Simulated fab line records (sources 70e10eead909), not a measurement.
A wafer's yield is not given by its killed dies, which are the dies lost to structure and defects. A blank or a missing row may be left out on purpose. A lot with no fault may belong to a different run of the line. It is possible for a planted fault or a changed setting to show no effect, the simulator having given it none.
fab line records | flow nand_harc
record lots=13 | wafers=39 | last_day=25
route steps=1159 shown P_START@1 P_STI@85 END@1159
lots untouched by any fault: they come from a run of this same line in which no faults occurred
start_h: hours from the record's first day to the start of the lot's first wafer shown | wait_h: hours elapsed since this lot's preceding step | " repeats the value in the row above | L1.1+2: one row covering several wafers at once | - value missing, or start not given | * or withheld: withheld | < > ~ a bound
route shown NAME@n: a module of which the file shows steps, and the number in the route of the first | usual: mean/standard deviation taken from wafers without a fault | same: alike in all rows | chamber/n: place in a boat | sites: per-site readings | _std_site: the values' standard deviation | _edge_site: the outer-site mean with the inner-site mean subtracted | radius_mm: how far each site lies from the wafer's centre | mask NAME#n: copy n | behind: tool/chamber where the wafer was last shaped | hold: what put the lot on hold/how long, in hours/how the hold closed | device: names the non-switching transistor (n, p or np) | end of line: at the end of the route, the tests of the same wafers | a step given without rows: its recipe and nothing more | killed: dies that structure and defects cost at the first sort, which is not the same as the wafer's yield | map: a wafer's dies, marking killed ones x, the rest . and places with no die _
set.NAME: setting as actually run; set.NAME@STEP: the setting as run at that earlier step | model.NAME: the simulator's own value behind a step, which no gauge read
steps of the route over a sample of lots; a table a step, a row a wafer
services: when a tool's chamber went out of use (start_h, in hours from the record's first day, below 0 if earlier), for how many hours, and the reason
## steps
# step NHARC_P_START_INSPECT_01
# usual raw_defect_count=3.5/1.8
lot.wafer | tool              | chamber | start_h | wait_h | raw_defect_count
L491.3    | defect_inspect-01 | -       | 12.05   | -      | 4
L491.4    | "                 | -       | "       | "      | 5
L491.5    | "                 | -       | "       | "      | 5
L492.3    | defect_inspect-01 | -       | 18.04   | -      | 5
L492.4    | "                 | -       | "       | "      | 2
L492.5    | "                 | -       | "       | "      | 5
L495.1    | defect_inspect-02 | -       | 36.04   | -      | 3
L495.2    | "                 | -       | "       | "      | 1
L495.4    | "                 | -       | "       | "      | 3
L496.2    | defect_inspect-02 | -       | 42.04   | -      | 7
L496.4    | "                 | -       | "       | "      | 2
L496.5    | "                 | -       | "       | "      | 3
L497.2    | defect_inspect-01 | -       | 48.04   | -      | 4
L497.3    | "                 | -       | "       | "      | 8
L497.5    | "                 | -       | "       | "      | 6
L498.4    | defect_inspect-01 | -       | 54.05   | -      | 3
L498.5    | "                 | -       | "       | "      | 1
L498.6    | "                 | -       | "       | "      | 5
L499.3    | defect_inspect-01 | -       | 60.04   | -      | 2
L499.5    | "                 | -       | "       | "      | 3
L499.6    | "                 | -       | "       | "      | 1
L508.2    | defect_inspect-02 | -       | 114.04  | -      | 1
L508.3    | "                 | -       | "       | "      | 3
L508.6    | "                 | -       | "       | "      | 5
L509.1    | defect_inspect-01 | -       | 120.04  | -      | 4
L509.3    | "                 | -       | "       | "      | 7
L509.4    | "                 | -       | "       | "      | 3
L510.1    | defect_inspect-01 | -       | 126.04  | -      | 6
L510.2    | "                 | -       | "       | "      | 5
L510.5    | "                 | -       | "       | "      | 3
L511.1    | defect_inspect-01 | -       | 132.04  | -      | 6
L511.2    | "                 | -       | "       | "      | 1
L511.3    | "                 | -       | "       | "      | 3
L512.2    | defect_inspect-02 | -       | 138.04  | -      | 5
L512.3    | "                 | -       | "       | "      | 4
L512.6    | "                 | -       | "       | "      | 4
L513.2    | defect_inspect-01 | -       | 144.04  | -      | 2
L513.3    | "                 | -       | "       | "      | 2
L513.6    | "                 | -       | "       | "      | 7
# step NHARC_P_STI_INSPECT_11
# usual raw_defect_count=5.3/2.3
lot.wafer | tool              | chamber | start_h | wait_h | raw_defect_count
L491.3    | defect_inspect-02 | -       | 36.66   | 0.0    | 8
L491.4    | "                 | -       | "       | "      | 6
L491.5    | "                 | -       | "       | "      | 7
L492.3    | defect_inspect-01 | -       | 41.51   | 0.0    | 1
L492.4    | "                 | -       | "       | "      | 3
L492.5    | "                 | -       | "       | "      | 2
L495.1    | defect_inspect-02 | -       | 59.62   | 0.0    | 7
L495.2    | "                 | -       | "       | "      | 8
L495.4    | "                 | -       | "       | "      | 10
L496.2    | defect_inspect-02 | -       | 70.52   | 0.0    | 4
L496.4    | "                 | -       | "       | "      | 8
L496.5    | "                 | -       | "       | "      | 10
L497.2    | defect_inspect-01 | -       | 71.39   | 0.0    | 2
L497.3    | "                 | -       | "       | "      | 3
L497.5    | "                 | -       | "       | "      | 5
L499.3    | defect_inspect-02 | -       | 82.34   | 0.1    | 2
L499.5    | "                 | -       | "       | "      | 8
L499.6    | "                 | -       | "       | "      | 8
L498.4    | defect_inspect-02 | -       | 82.50   | 0.0    | 4
L498.5    | "                 | -       | "       | "      | 2
L498.6    | "                 | -       | "       | "      | 5
L508.2    | defect_inspect-01 | -       | 137.46  | 0.0    | 5
L508.3    | "                 | -       | "       | "      | 3
L508.6    | "                 | -       | "       | "      | 6
L509.1    | defect_inspect-01 | -       | 145.34  | 0.0    | 2
L509.3    | "                 | -       | "       | "      | 5
L509.4    | "                 | -       | "       | "      | 4
L510.1    | defect_inspect-01 | -       | 154.39  | 0.0    | 5
L510.2    | "                 | -       | "       | "      | 8
L510.5    | "                 | -       | "       | "      | 2
L511.1    | defect_inspect-01 | -       | 154.56  | 0.0    | 10
L511.2    | "                 | -       | "       | "      | 5
L511.3    | "                 | -       | "       | "      | 10
L512.2    | defect_inspect-01 | -       | 160.93  | 0.0    | 4
L512.3    | "                 | -       | "       | "      | 5
L512.6    | "                 | -       | "       | "      | 6
L513.2    | defect_inspect-02 | -       | 170.63  | 0.0    | 7
L513.3    | "                 | -       | "       | "      | 7
L513.6    | "                 | -       | "       | "      | 8
# step NHARC_P_STI_ETCH_31
# recipe target_depth_a=1089 | time_s=54.5 | cf4_flow_sccm=100 | chf3_flow_sccm=30 | ar_flow_sccm=0 | rf_w=500 | bias_w=200 | chemistry=CF4/CHF3
# usual bias_w=200.1/0.57 | cf4_flow_sccm=99.97/0.28 | drypump_motor_current_A=5.7/0.39 | oes_product_au=0.960/0.02 | rf_vpp_V=370.6/2.5 | showerhead_plenum_p_Torr=1.57/0.068 | throttle_valve_pct=16.802/0.0092
lot.wafer | tool        | chamber | start_h | wait_h | bias_w | cf4_flow_sccm | drypump_motor_current_A | oes_product_au | rf_hours_counter_h | rf_vpp_V | showerhead_plenum_p_Torr | throttle_valve_pct
L491.3    | rie_diel-04 | 0       | 37.00   | -      | 199.2  | 100.25        | 6.0                     | 0.943          | 7.5                | 370.8    | 1.55                     | 16.797
L491.5    | "           | 1       | "       | "      | 200.5  | 100.27        | 6.5                     | 0.943          | -                  | 367.2    | 1.48                     | 16.794
L491.4    | "           | 3       | "       | "      | 199.9  | 99.87         | 5.1                     | 0.958          | -                  | 369.6    | 1.57                     | 16.788
L492.4    | rie_diel-08 | 0       | 41.81   | -      | 199.9  | 100.42        | 5.9                     | 0.964          | 1.5                | 375.2    | 1.67                     | 16.796
L492.3    | "           | 2       | "       | "      | 200.9  | 99.64         | 5.2                     | 0.985          | 1.6                | 371.1    | 1.62                     | 16.802
L492.5    | "           | 1       | "       | "      | 199.8  | 100.03        | 5.5                     | 0.971          | -                  | 374.2    | 1.68                     | 16.796
L495.1    | rie_diel-08 | 0       | 59.93   | -      | 200.5  | 99.64         | 5.8                     | 0.978          | 2.0                | 373.9    | 1.67                     | 16.781
L495.2    | "           | 1       | "       | "      | 200.6  | 99.31         | 5.5                     | 0.964          | 2.5                | 373.6    | 1.68                     | 16.821
L495.4    | "           | 3       | "       | "      | 199.6  | 99.98         | 5.6                     | 0.937          | 2.3                | 368.1    | 1.48                     | 16.791
L496.2    | rie_diel-04 | 3       | 70.86   | -      | 200.0  | 99.88         | 5.1                     | 0.945          | 8.8                | 371.4    | 1.57                     | 16.816
L496.4    | "           | 0       | "       | "      | 199.4  | 99.72         | 6.0                     | 0.947          | -                  | 369.3    | 1.55                     | 16.803
L496.5    | "           | 3       | "       | "      | 199.6  | 100.06        | 5.1                     | 0.948          | -                  | 369.9    | 1.57                     | 16.803
L497.3    | rie_diel-08 | 2       | 71.69   | -      | 199.6  | 100.12        | 5.2                     | 0.984          | 2.7                | 372.7    | 1.62                     | 16.815
L497.2    | "           | 1       | "       | "      | 199.0  | 100.18        | 5.6                     | 0.973          | 2.9                | 374.6    | 1.68                     | 16.798
L497.5    | "           | 3       | "       | "      | 200.7  | 99.88         | 5.6                     | 0.967          | -                  | 368.0    | 1.48                     | 16.795
L499.3    | rie_diel-08 | 0       | 82.65   | -      | -      | -             | -                       | -              | -                  | -        | -                        | -
L499.5    | "           | 2       | "       | "      | -      | -             | -                       | -              | -                  | -        | -                        | -
L499.6    | "           | 3       | "       | "      | -      | -             | -                       | -              | -                  | -        | -                        | -
L498.6    | rie_diel-03 | 1       | 82.85   | -      | -      | -             | -                       | -              | -                  | -        | -                        | -
L498.5    | "           | 2       | "       | "      | -      | -             | -                       | -              | -                  | -        | -                        | -
L498.4    | "           | 3       | "       | "      | -      | -             | -                       | -              | -                  | -        | -                        | -
L508.3    | rie_diel-08 | 0       | 137.77  | -      | 200.2  | 99.50         | 5.8                     | 0.983          | 0.1                | 374.6    | 1.67                     | 16.799
L508.2    | "           | 2       | "       | "      | 199.3  | 99.81         | 5.3                     | 0.966          | 0.1                | 372.9    | 1.62                     | 16.801
L508.6    | "           | 0       | "       | "      | 200.4  | 99.86         | 5.9                     | 0.982          | -                  | 374.9    | 1.67                     | 16.806
L509.3    | rie_diel-08 | 2       | 145.64  | -      | 200.7  | 99.42         | 5.3                     | 0.982          | 0.3                | 371.4    | 1.62                     | 16.795
L509.4    | "           | 0       | "       | "      | 200.0  | 99.74         | 5.9                     | 0.969          | 0.4                | 374.5    | 1.66                     | 16.797
L509.1    | "           | 1       | "       | "      | 199.7  | 99.74         | 5.6                     | 0.960          | 0.3                | 374.6    | 1.68                     | 16.799
L510.2    | rie_diel-04 | 1       | 154.70  | -      | 200.0  | 100.24        | 6.5                     | 0.977          | 1.7                | 366.6    | 1.48                     | 16.797
L510.1    | "           | 3       | "       | "      | 200.1  | 99.71         | 5.1                     | 0.972          | 2.1                | 371.0    | 1.57                     | 16.792
L510.5    | "           | 1       | "       | "      | 200.6  | 99.84         | 6.5                     | 0.988          | -                  | 368.7    | 1.48                     | 16.797
L511.3    | rie_diel-03 | 2       | 154.86  | -      | 199.3  | 99.73         | 5.3                     | 0.978          | 3.8                | 368.9    | 1.53                     | 16.793
L511.2    | "           | 0       | "       | "      | 200.2  | 99.59         | 5.6                     | 0.961          | 4.2                | 372.4    | 1.63                     | 16.805
L511.1    | "           | 1       | "       | "      | 200.3  | 100.20        | 5.7                     | 0.970          | 4.2                | 371.4    | 1.56                     | 16.789
L512.3    | rie_diel-08 | 1       | 161.26  | -      | 200.6  | 100.20        | 5.5                     | 0.920          | 0.8                | 374.1    | 1.68                     | 16.784
L512.2    | "           | 2       | "       | "      | 200.6  | 100.52        | 5.3                     | 0.931          | 0.8                | 371.2    | 1.62                     | 16.792
L512.6    | "           | 1       | "       | "      | 200.1  | 99.90         | 5.5                     | 0.929          | -                  | 373.6    | 1.68                     | 16.797
L513.2    | rie_diel-08 | 0       | 170.94  | -      | 200.6  | 100.50        | 5.8                     | 0.973          | 1.2                | 373.7    | 1.67                     | 16.804
L513.3    | "           | 2       | "       | "      | 199.7  | 100.03        | 5.3                     | 0.973          | 1.1                | 372.0    | 1.62                     | 16.816
L513.6    | "           | 0       | "       | "      | 200.2  | 100.32        | 5.9                     | 0.977          | -                  | 372.8    | 1.66                     | 16.804
# step NHARC_P_STI_OCD_MEAS_17
# usual trench_foot_cd_nm=158.2/2.8
lot.wafer | tool   | chamber | start_h | wait_h | trench_foot_cd_nm
L491.3    | ocd-01 | -       | 37.36   | 0.1    | 156.9
L491.4    | "      | -       | "       | "      | 156.0
L491.5    | "      | -       | "       | "      | 161.1
L492.3    | ocd-01 | -       | 42.19   | 0.1    | 156.8
L492.4    | "      | -       | "       | "      | 162.7
L492.5    | "      | -       | "       | "      | 154.7
L495.1    | ocd-02 | -       | 60.32   | 0.1    | 160.5
L495.2    | "      | -       | "       | "      | 162.5
L495.4    | "      | -       | "       | "      | 159.1
L496.2    | ocd-01 | -       | 71.22   | 0.1    | 154.7
L496.4    | "      | -       | "       | "      | 159.4
L496.5    | "      | -       | "       | "      | 157.3
L497.2    | ocd-01 | -       | 72.08   | 0.1    | 157.6
L497.3    | "      | -       | "       | "      | 158.3
L497.5    | "      | -       | "       | "      | 155.3
L499.3    | ocd-02 | -       | 83.03   | 0.1    | 156.6
L499.5    | "      | -       | "       | "      | 159.4
L499.6    | "      | -       | "       | "      | 160.6
L498.4    | ocd-01 | -       | 83.21   | 0.1    | 156.4
L498.5    | "      | -       | "       | "      | 158.5
L498.6    | "      | -       | "       | "      | 155.5
L508.2    | ocd-02 | -       | 138.12  | 0.1    | 156.8
L508.3    | "      | -       | "       | "      | 154.5
L508.6    | "      | -       | "       | "      | 156.7
L509.1    | ocd-02 | -       | 146.03  | 0.1    | 161.2
L509.3    | "      | -       | "       | "      | 159.7
L509.4    | "      | -       | "       | "      | 160.8
L510.1    | ocd-01 | -       | 155.06  | 0.1    | 159.3
L510.2    | "      | -       | "       | "      | 154.9
L510.5    | "      | -       | "       | "      | 157.5
L511.1    | ocd-02 | -       | 155.26  | 0.1    | 154.3
L511.2    | "      | -       | "       | "      | 161.9
L511.3    | "      | -       | "       | "      | 158.2
L512.2    | ocd-01 | -       | 161.63  | 0.1    | 160.0
L512.3    | "      | -       | "       | "      | 159.4
L512.6    | "      | -       | "       | "      | 163.5
L513.2    | ocd-01 | -       | 171.29  | 0.1    | 159.1
L513.3    | "      | -       | "       | "      | 163.0
L513.6    | "      | -       | "       | "      | 159.6
# step NHARC_END_SORT_01
# recipe temp_c=25
# usual killed_at_array=27/11 | killed_at_other=0.6/1 | killed_at_periphery=3.0/2.1 | killed_dies=31/12 | killed_open=3.2/1.7 | killed_short=1.7/1.4
# same gross_dies=677
lot.wafer | tool      | chamber | start_h | wait_h | killed_at_array | killed_at_other | killed_at_periphery | killed_dies | killed_open | killed_short
L498.4    | prober-01 | 0       | 492.50  | 3.4    | 28              | 1               | 648                 | 677         | 3           | 2
L498.5    | prober-01 | 0       | 493.32  | 3.8    | 24              | 0               | 653                 | 677         | 4           | 1
L498.6    | prober-01 | 0       | 494.13  | 4.1    | 14              | 1               | 662                 | 677         | 3           | 0
L499.3    | prober-02 | 0       | 506.19  | 3.0    | 29              | 1               | 647                 | 677         | 2           | 3
L499.5    | prober-02 | 0       | 507.76  | 3.6    | 28              | 0               | 649                 | 677         | 3           | 3
L499.6    | prober-02 | 0       | 508.54  | 3.9    | 27              | 0               | 650                 | 677         | 2           | 1
# killed by level:class
L498.4 P_STI:area_etch=646 A_CHANNEL_HOLE_D1:chamber_film_flake=15 A_STAIRCASE:chamber_film_flake=4 A_ZERO_WELL:chamber_film_flake=2 A_WL_FILL:chamber_film_flake=2 P_M2:geometric_particle:open=1 A_ONON_D1:geometric_particle:open=1 A_WL_FILL:geometric_particle:short=1
L498.5 P_STI:area_etch=649 A_CHANNEL_HOLE_D1:chamber_film_flake=15 A_WL_FILL:chamber_film_flake=3 P_M0:geometric_particle:open=2 A_ZERO_WELL:chamber_film_flake=2 P_M1:geometric_particle:open=1 A_SLIT:geometric_particle:short=1 A_M1:geometric_particle:open=1
L498.6 P_STI:area_etch=659 A_CHANNEL_HOLE_D1:chamber_film_flake=9 P_GATE:chamber_film_flake=2 A_CONTACT:chamber_film_flake=2 P_GATE:geometric_particle:open=1 A_CHANNEL_FILL_D1:geometric_particle:open=1 A_M0:geometric_particle:open=1 A_SLIT:chamber_film_flake=1
L499.3 P_STI:area_etch=644 A_SLIT:chamber_film_flake=16 A_STAIRCASE:chamber_film_flake=3 A_CHANNEL_FILL_D1:chamber_film_flake=2 P_GATE:geometric_particle:short=1 A_SOURCE_PLATE:geometric_particle:open=1 A_CHANNEL_HOLE_D1:geometric_particle:short=1 A_WL_FILL:geometric_particle:short=1
L499.5 P_STI:area_etch=642 A_SLIT:chamber_film_flake=15 A_CONTACT:chamber_film_flake=5 A_CHANNEL_HOLE_D1:chamber_film_flake=4 P_ZERO_WELL:chamber_film_flake=2 A_STAIRCASE:chamber_film_flake=2 P_CONTACT:geometric_particle:short=1 P_M0:geometric_particle:open=1
L499.6 P_STI:area_etch=647 A_SLIT:chamber_film_flake=11 A_CHANNEL_HOLE_D1:chamber_film_flake=4 A_STAIRCASE:chamber_film_flake=4 A_ZERO_WELL:chamber_film_flake=3 A_WL_FILL:chamber_film_flake=2 P_CONTACT:geometric_particle:short=1 A_CHANNEL_HOLE_D1:geometric_particle:open=1
## services
tool        | chamber | start_h | hours | kind
rie_diel-08 | 2       | 13.90   | 5.2   | repair
rie_diel-08 | 0       | 30.30   | -     | clean
rie_diel-08 | 1       | 30.30   | -     | clean
rie_diel-08 | 2       | 30.30   | -     | clean
rie_diel-08 | 3       | 30.30   | -     | clean
rie_diel-03 | -       | 38.30   | 9.0   | pm
rie_diel-08 | 0       | 54.80   | -     | clean
rie_diel-08 | 1       | 54.80   | -     | clean
rie_diel-08 | 2       | 54.80   | -     | clean
rie_diel-08 | 3       | 54.80   | -     | clean
rie_diel-04 | -       | 57.89   | 2.5   | repair
rie_diel-08 | 0       | 79.30   | -     | clean
rie_diel-08 | 1       | 79.30   | -     | clean
rie_diel-03 | 0       | 82.09   | 6.5   | repair
rie_diel-03 | 1       | 84.58   | 7.1   | repair
rie_diel-03 | 2       | 109.87  | 9.1   | repair
rie_diel-04 | -       | 112.05  | 9.0   | pm
rie_diel-08 | 0       | 117.14  | 3.6   | repair
rie_diel-03 | -       | 118.73  | 1.1   | repair
rie_diel-08 | 3       | 118.94  | 5.0   | repair
rie_diel-08 | -       | 124.80  | 9.0   | pm
rie_diel-04 | 0       | 148.56  | 4.5   | repair
rie_diel-08 | 3       | 156.69  | 13.9  | repair
rie_diel-04 | 0       | 161.23  | 3.2   | repair
## key
first_sign step=NHARC_P_STI_ETCH_31 | reading=tool_record | direction=missing
effect step=NHARC_END_SORT_01 | reading=killed_at_periphery | direction=up | sigmas=99+ | usual=3.0 | struck=651.5
more_kills_born_at NHARC_P_STI_ETCH_31@rie_diel-03=1954 | NHARC_P_STI_ETCH_31@rie_diel-08=1933
met_at NHARC_P_STI_ETCH_31
struck_lots L498,L499
later_rows_left_out L498.4,L498.5,L498.6,L499.3,L499.5,L499.6
tester_left_out L498,L499
not_acting_at NHARC_P_START_INSPECT_01,NHARC_P_STI_INSPECT_11,NHARC_P_STI_OCD_MEAS_17
onset_between 71.69 82.65
fault kind=skipped_step_whole | tool=rie_diel-03,rie_diel-08 | chamber=- | onset_h=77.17 | steps=NHARC_P_STI_ETCH_31 | scope=struck_lots_only
# tester_left_out: of these lots the tester's yield and bins aren't shown, on N5 and GAA mostly nor the transistor test; their killed dies are dies lost to structure and defects alone, not to doping, threshold or leakage, so they don't give the yield
# later_rows_left_out: the simulator's readings of these wafers behind a module that went badly wrong aren't trusted and aren't shown, but for the sort
